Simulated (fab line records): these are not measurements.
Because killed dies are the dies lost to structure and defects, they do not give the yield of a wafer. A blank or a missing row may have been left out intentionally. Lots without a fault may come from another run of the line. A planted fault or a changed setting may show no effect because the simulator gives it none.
A struck lot beside a sound one ; flow nand_harc ; 15 out of 1302 route steps
Sound: the wafers L233.4, L233.5, L233.6. Wafers L229.2, L229.3, L229.5 were the ones struck. At the end, the cause is stated.
Order at every step that has rows: each side's tool, ch and its chambers, its first start. Under that, the readings that differ: sound wafers ; struck wafers ; difference of the means ; sigmas: that difference in standard deviations of wafers without a fault.
alike: words and numbers the same on both sides, and readings whose means are apart by under 2 such deviations; not compared: readings that were withheld, readings missing a value for some wafer, numbers with overlapping values and no deviation given by the record, and bounds like >300 which may hide the same value.
Wherever a step has rows on one side only, a row that says differs or no value, or a row with sigmas, the two part there. When numbers do not overlap yet have no deviation, they are printed without sigmas and do not part them. Lack of a reading on every wafer of one side parts them only where that side has two or more wafers.

first, 1 step without rows for these wafers: NHARC_P_M1_ETCH_35 (etches the open film in N2/H2, target depth 40 nm, overetch 12 nm, time 43.94 s).
NHARC_P_M1_ETCH_15: etches the open film in C4F8/Ar, target depth 182.5 nm, time 91.2 s.
  sound on rie_diel-01 ch 1,2; struck on rie_diel-12 ch 1,2,3
  alike: oes_product_au, rf_vpp_V
  not compared: rf_hours_counter_h
NHARC_P_M1_CD_MEAS_16:
  sound on cd_sem-02, day 12 10:16; struck on cd_sem-02, day 10 23:44
  alike: cd_nm
then, 1 step without rows for these wafers: NHARC_P_M1_STRIP_18 (strips in N2/H2).
NHARC_P_M1_ETCH_28: etches the open film in CF4/N2, target depth 30 nm, time 72.99 s.
  sound on rie_diel-01 ch 0,1,2; struck on rie_diel-01 ch 1,2,3
  alike: drypump_motor_current_A, oes_product_au, rf_vpp_V, showerhead_plenum_p_Torr, throttle_valve_pct
  not compared: rf_hours_counter_h
then, 2 steps without rows for these wafers: NHARC_P_M1_STRIP_19 (strips in post etch residue remover, time 600 s); NHARC_P_M1_DEGAS_29 (time 60 s).
NHARC_P_M1_PRE_CLEAN_30: time 30 s.
  sound on pvd_sputter-01; struck on pvd_sputter-03
  alike: heater_power_w
NHARC_P_M1_PVD_20: deposits TaN, target thk 5 nm, time 8.06 s.
  sound on pvd_sputter-01; struck on pvd_sputter-03
  alike: cathode_dc_power_W, chamber_pressure_pa, substrate_temp_c, throttle_valve_pct
then, 2 steps without rows for these wafers: NHARC_P_M1_PVD_21 (deposits Cu, target thk 30 nm, time 20.49 s); NHARC_P_M1_ECD_22 (material Cu, target thk 400 nm).
NHARC_P_M1_ANNEAL_31: time 90 s.
  sound on rtp_anneal-01 ch 0, day 12 11:54; struck on rtp_anneal-02 ch 0, day 11 01:14
  alike: anneal_temp_c_max, wafer_temp_C_max
NHARC_P_M1_CMP_23: polishes, t overpolish 20 s, target thk 157.82 nm.
  sound on cmp-04 ch 0,1,2, day 12 12:10; struck on cmp-04 ch 2,3, day 11 01:31
  no value came back on the struck wafers for edge_zone_pressure_frac, motor_current_A (A), time_to_endpoint_s (s); on the sound wafers edge_zone_pressure_frac reads 0.996 0.998 1.001
  not compared: pad_life_wafers
NHARC_P_M1_THK_MEAS_24: measures by xrf.
  sound on film_metro-02, day 12 12:25; struck on film_metro-02, day 11 01:50
reading;sound;struck;difference;sigmas
thk_nm (nm);155.4 154.4 155.7;396.7 395.0 392.9;+239.7;+99 or more
then, 1 step without rows for these wafers: NHARC_P_M1_SRD_25.

## WHERE THEY PART
At NHARC_P_M1_CMP_23 first; at NHARC_P_M1_THK_MEAS_24 last (within this record only).

WHY: whatever the simulator had introduced
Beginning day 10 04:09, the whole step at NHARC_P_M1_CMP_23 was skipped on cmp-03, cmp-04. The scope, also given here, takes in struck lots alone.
